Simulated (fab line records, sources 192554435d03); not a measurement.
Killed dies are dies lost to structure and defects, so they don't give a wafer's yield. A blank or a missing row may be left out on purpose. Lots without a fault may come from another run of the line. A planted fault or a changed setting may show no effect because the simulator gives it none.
One fault seen from 2 desks | flow n5_finfet | each desk has only its own numbers; what lay behind them comes last

THE TOOL OWNER'S DESK: rie_diel-03
The tool's own readings at N5_BEOL_M1_ETCH_77 (etches underlayer in N2/H2, target depth 6.5 nm, time 5.2 s): means of the sampled wafers that have a number, for each lot that ran on this tool. A lot is out of limits, marked OUT, if its mean lies more than 4 standard deviations from the usual mean; the brackets give that distance.
Columns: A = drypump_motor_current_A at N5_BEOL_M1_ETCH_77, usual 5.7 A; B = etch_rf_on_time_s at N5_BEOL_M1_ETCH_77, usual 5.17 s; C = oes_product_au at N5_BEOL_M1_ETCH_77, usual 0.65 a.u.; D = rf_vpp_V at N5_BEOL_M1_ETCH_77, usual 523.7 V; E = showerhead_plenum_p_Torr at N5_BEOL_M1_ETCH_77, usual 2.53 Torr; F = throttle_valve_pct at N5_BEOL_M1_ETCH_77, usual 17.92 %
lot  | first seen here | A   | B               | C    | D     | E    | F
L454 | day 6 11:38     | 5.5 | 5.11            | 0.64 | 522.0 | 2.48 | 18.16
L457 | day 7 08:16     | 5.6 | 5.12            | 0.62 | 525.2 | 2.56 | 18.14
L467 | day 9 22:56     | 5.7 | 3.75 (-12) OUT  | 0.74 | 526.0 | 2.61 | 18.31
L468 | day 10 05:53    | 5.2 | 4.41 (-6.3) OUT | 0.67 | 524.6 | 2.56 | 18.08
L470 | day 10 19:46    | 5.5 | 4.43 (-6.2) OUT | 0.67 | 524.5 | 2.51 | 18.14
This desk's finding: out of limits on L467, L468, L470; first on L467, day 9 22:56 (etch_rf_on_time_s at N5_BEOL_M1_ETCH_77). In limits: L454, L457.

THE METROLOGY DESK
What the gauges read, lot by lot, whatever tool the lot ran on: means of the sampled wafers that have a number. A lot is out of limits, marked OUT, if its mean lies more than 4 standard deviations from the usual mean; the brackets give that distance. Of its 10 readings 7 are shown: those that lie furthest out on some lot.
Columns: A = DIBL_N at N5_BEOL_M4_RC_MEAS_101, usual 36.0 mV/V; B = DIBL_P at N5_BEOL_M4_RC_MEAS_101, usual 36.7 mV/V; C = IOFF_N at N5_BEOL_M4_RC_MEAS_101, usual 0.16 nA/um; D = IOFF_P at N5_BEOL_M4_RC_MEAS_101, usual 0.21 nA/um; E = SS_N at N5_BEOL_M4_RC_MEAS_101, usual 71.5 mV/dec; F = SS_P at N5_BEOL_M4_RC_MEAS_101, usual 73.4 mV/dec; G = VT_P at N5_BEOL_M4_RC_MEAS_101, usual -251 mV
lot  | first seen here | A    | B    | C    | D    | E    | F    | G
L454 | day 8 12:34     | 36.4 | 36.8 | 0.17 | 0.19 | 71.7 | 73.9 | -253
L457 | day 9 00:22     | 36.9 | 37.8 | 0.17 | 0.23 | 71.1 | 72.7 | -248
L463 | day 11 02:02    | 37.2 | 37.0 | 0.19 | 0.23 | 71.7 | 73.6 | -251
L467 | day 12 02:37    | 36.5 | 37.2 | 0.17 | 0.23 | 71.3 | 74.0 | -249
L468 | day 12 05:53    | 36.3 | 37.0 | 0.16 | 0.19 | 71.8 | 73.9 | -252
L470 | day 13 08:08    | 31.2 | 32.8 | 0.12 | 0.15 | 70.5 | 72.6 | -254
L472 | day 13 08:08    | 34.9 | 35.6 | 0.16 | 0.22 | 71.4 | 73.0 | -249
L473 | day 13 17:27    | 36.7 | 37.9 | 0.18 | 0.24 | 71.6 | 73.5 | -247
L475 | day 14 13:20    | 36.0 | 37.0 | 0.15 | 0.17 | 71.3 | 73.2 | -256
This desk's finding: nothing out of limits on any of the 9 lots.

PUT TOGETHER
The tool owner's desk could have raised an alarm at day 9 22:56, on L467, L468, L470.
The metrology desk saw nothing out of limits.
The metrology desk has L467, L468, L470 on record, within its limits.
Of the lots named, all ran N5_BEOL_M1_ETCH_77 on rie_diel-03.

WHAT THE SIMULATOR HAD PUT IN
Process parameter drift: rie_diel-03, from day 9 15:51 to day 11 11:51, at N5_BEOL_M1_ETCH_77. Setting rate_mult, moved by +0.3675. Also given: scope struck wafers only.
Lots struck among those shown: L467, L468, L470.
Hours from the fault's start to each desk's first reading out of limits: the tool owner's desk, 7.
